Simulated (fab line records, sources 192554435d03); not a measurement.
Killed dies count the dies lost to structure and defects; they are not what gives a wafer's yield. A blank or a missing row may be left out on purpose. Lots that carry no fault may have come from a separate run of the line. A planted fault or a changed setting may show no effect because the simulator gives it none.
Matching of chambers + flow n5Finfet + N5_HKMG_FIN_ETCH_54 on rieDiel-01 has 4 sister chambers
The step etches SiARC in CF4, target depth 45.5 nm, time 75.8 s. 8 wafers are shown with their chamber, then 9 later ones without.

WAFERS PAIRED WITH THEIR CHAMBERS
| wafer  | chamber | drypumpMotorCurrentA (A) | showerheadPlenumPTorr (Torr) |
|--------|---------|--------------------------|------------------------------|
| L086.4 | 1       | 6.5                      | 2.10                         |
| L086.5 | 3       | 5.1                      | 1.96                         |
| L088.6 | 2       | 5.4                      | 2.21                         |
| L090.4 | 3       | 5.1                      | 1.96                         |
| L090.6 | 0       | 6.2                      | 2.06                         |
| L093.2 | 1       | 6.4                      | 2.10                         |
| L093.4 | 2       | 5.4                      | 2.20                         |
| L093.6 | 0       | 6.2                      | 2.06                         |

WAFERS WITHOUT THEIR CHAMBER
| wafer  | drypumpMotorCurrentA (A) | showerheadPlenumPTorr (Torr) |
|--------|--------------------------|------------------------------|
| L094.1 | 5.4                      | 2.20                         |
| L094.3 | 5.1                      | 1.96                         |
| L094.4 | 6.5                      | 2.10                         |
| L095.2 | 6.5                      | 2.10                         |
| L095.5 | 6.2                      | 2.06                         |
| L095.6 | 6.4                      | 2.10                         |
| L097.1 | 5.1                      | 1.96                         |
| L097.5 | 5.4                      | 2.20                         |
| L097.6 | 5.1                      | 1.96                         |

WHICH CHAMBER EACH WENT THROUGH
| wafer  | from the rows above | in truth |
|--------|---------------------|----------|
| L094.1 | 2                   | 2        |
| L094.3 | 3                   | 3        |
| L094.4 | 1                   | 1        |
| L095.2 | 1                   | 1        |
| L095.5 | 0                   | 0        |
| L095.6 | 1                   | 1        |
| L097.1 | 3                   | 3        |
| L097.5 | 2                   | 2        |
| L097.6 | 3                   | 3        |
9 of 9 placed correctly. Can't be placed from these rows: 0. Wrongly placed: 0.
How it was worked out, from the rows above alone: a wafer's distance from a chamber is the root of the sum, over the readings, of the square of ((its reading less the chamber's mean) divided by the reading's scatter). If the next closest chamber is less than 2 further off than the closest, the wafer can't be placed; otherwise it belongs to the closest. The mean given for a chamber averages the wafers shown for that chamber. How the scatter is found: for the shown wafers, subtract from each reading the mean of its chamber, square and add these, divide the total by (wafers less chambers), then take the root.
